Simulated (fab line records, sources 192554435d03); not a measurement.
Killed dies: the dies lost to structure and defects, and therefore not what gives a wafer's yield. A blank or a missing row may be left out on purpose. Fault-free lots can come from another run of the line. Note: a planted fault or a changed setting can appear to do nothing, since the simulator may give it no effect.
What tool caused it?	flow n5-finfet	45 wafers from 15 lots sampled at 3 of the route's 1938 steps

WHAT THE GAUGES SHOWED, per wafer
N5_BEOL_M6_OVL_MEAS_29.
lot	measured	on	V5_OVL (nm)
L363	day 8 16:46	overlay-01	1.2 0.6 0.6
L364	day 9 07:49	overlay-02	-0.8 0.4 -0.7
L365	day 9 07:44	overlay-01	0.1 -1.0 -1.0
L366	day 9 12:29	overlay-02	-0.3 -1.4 -0.3
L368	day 10 10:52	overlay-02	0.5 1.5 0.1
L369	day 10 11:37	overlay-02	0.7 0.3 -0.2
L370	day 10 15:19	overlay-01	0.4 -0.1 -0.3
L371	day 10 18:12	overlay-02	1.4 0.9 -0.2
L377	day 12 05:51	overlay-01	- - -
L375	day 12 06:05	overlay-02	- - -
L376	day 12 11:04	overlay-02	- - -
L380	day 13 11:34	overlay-01	-0.9 -0.1 0.9
L382	day 13 12:06	overlay-01	-0.5 -0.1 -0.5
L383	day 14 10:31	overlay-02	1.7 2.0 2.3
L384	day 14 17:52	overlay-02	0.7 0.0 0.7

WHAT TOOL EACH LOT RAN ON (gives the tool, then ch and the chambers of the sampled wafers, and finally the start)
lot	N5_BEOL_M6_ETCH_61	N5_BEOL_M6_PEB_26
L363	rie-diel-04 ch 2,3, day 8 15:09	litho-track-01 ch 0, day 8 16:40
L364	rie-diel-05 ch 2,3, day 9 05:46	litho-track-03 ch 0, day 9 07:43
L365	rie-diel-03 ch 0,2, day 9 05:54	litho-track-01 ch 0, day 9 07:38
L366	rie-diel-05 ch 0,2, day 9 10:50	litho-track-02 ch 0, day 9 12:23
L368	rie-diel-03 ch 1,2,3, day 10 08:48	litho-track-01 ch 0, day 10 10:46
L369	rie-diel-04 ch 0,1,3, day 10 10:26	litho-track-03 ch 0, day 10 11:30
L370	rie-diel-04 ch 0,1, day 10 13:28	litho-track-01 ch 0, day 10 15:13
L371	rie-diel-04 ch 0,1,2, day 10 16:45	litho-track-01 ch 0, day 10 18:06
L377	rie-diel-05 ch 0,2,3, day 12 03:10	litho-track-01, day 12 05:45
L375	rie-diel-03 ch 0,3, day 12 03:42	litho-track-01, day 12 05:59
L376	rie-diel-05 ch 1,2, day 12 09:17	litho-track-02, day 12 10:58
L380	rie-diel-05 ch 1,2, day 13 10:37	litho-track-01 ch 0, day 13 11:28
L382	rie-diel-03 ch 0,2,3, day 13 11:06	litho-track-01 ch 0, day 13 12:00
L383	rie-diel-05 ch 0,1,3, day 14 09:36	litho-track-01 ch 0, day 14 10:25
L384	rie-diel-03 ch 0,1,3, day 14 14:11	litho-track-02 ch 0, day 14 17:46
- N5_BEOL_M6_ETCH_61: etches SiARC in CF4, target depth 45.5 nm, time 75.8 s.
- N5_BEOL_M6_PEB_26: peb time 60 s.

AS READ BY THE TOOLS THEMSELVES (means over the sampled wafers that have a number; for cases with no such wafer, the mark the record gives instead)
N5_BEOL_M6_ETCH_61.
lot	tool	drypump-motor-current-A (A)	etch-rf-on-time-s (s)	oes-product-au (a.u.)	rf-vpp-V (V)	showerhead-plenum-p-Torr (Torr)	throttle-valve-pct (%)
L363	rie-diel-04	5.7	75.5	0.75	182.9	2.08	15.49
L364	rie-diel-05	6.2	76.5	0.62	183.8	2.17	15.83
L365	rie-diel-03	5.6	76.6	0.63	184.9	2.19	16.06
L366	rie-diel-05	6.2	76.0	0.69	183.1	2.08	15.32
L368	rie-diel-03	6.1	76.1	0.67	184.7	2.15	15.81
L369	rie-diel-04	5.9	75.1	0.74	184.8	2.20	15.49
L370	rie-diel-04	5.8	74.5	0.67	183.8	2.14	15.53
L371	rie-diel-04	5.6	75.2	0.73	183.4	2.14	15.39
L377	rie-diel-05	6.2	76.7	0.64	183.4	2.12	15.61
L375	rie-diel-03	6.1	75.7	0.67	184.3	2.15	15.65
L376	rie-diel-05	6.3	75.3	0.69	183.6	2.08	15.48
L380	rie-diel-05	6.3	76.4	0.68	183.2	2.08	15.50
L382	rie-diel-03	5.9	75.6	0.71	183.5	2.16	15.74
L383	rie-diel-05	6.2	75.3	0.74	184.1	2.11	15.52
L384	rie-diel-03	6.2	75.1	0.68	183.2	2.12	15.76

N5_BEOL_M6_PEB_26.
lot	tool	chill-plate-temp-C (C)	exhaust-pa (Pa)
L363	litho-track-01	22.91	44.7
L364	litho-track-03	23.01	45.7
L365	litho-track-01	23.12	44.1
L366	litho-track-02	22.94	45.2
L368	litho-track-01	22.93	45.1
L369	litho-track-03	22.85	45.8
L370	litho-track-01	22.96	45.3
L371	litho-track-01	23.09	44.5
L377	litho-track-01	-	-
L375	litho-track-01	-	-
L376	litho-track-02	-	-
L380	litho-track-01	22.98	45.1
L382	litho-track-01	23.04	44.8
L383	litho-track-01	23.16	44.0
L384	litho-track-02	22.90	45.8

THE ANSWER, worked out from the rows above alone
Rule: what is usual is taken from the lots themselves. Put in order of their means at a reading, lots are off if they are a third of the lots or fewer, leave a main group of 4 or more, and stand apart from it by a gap of 3 or more times the standard deviation of the main group's means; of several such gaps the widest counts. If all means in a main group match to the digits the tables above print for the reading, that group is not used. Also off: a lot with no number at a reading for which 4 or more lots have one. Any other lot the step has rows for is counted as sound. The gauges are gone through in route order, then the tools' own readings, and for those a lot's mean is taken as printed above. At the first step where some lot is off, the reading lying furthest off is the one used; lots without a number count as furthest.
Off: L377, L375, L376, seen at N5_BEOL_M6_OVL_MEAS_29 (V5_OVL). Without a number there: L377, L375, L376. The main group has a mean of 0.2 nm with a standard deviation of 0.73.
A tool fits if, at a process step before that reading, it ran every lot that is off, and no sound lot after the first of them. The gauges at N5_BEOL_M6_OVL_MEAS_29 aren't tried: what is off there is off at N5_BEOL_M6_PEB_26 too, on other tools, and a gauge's error can't cause that. None of those tried fits.

WHAT THE SIMULATOR PUT IN
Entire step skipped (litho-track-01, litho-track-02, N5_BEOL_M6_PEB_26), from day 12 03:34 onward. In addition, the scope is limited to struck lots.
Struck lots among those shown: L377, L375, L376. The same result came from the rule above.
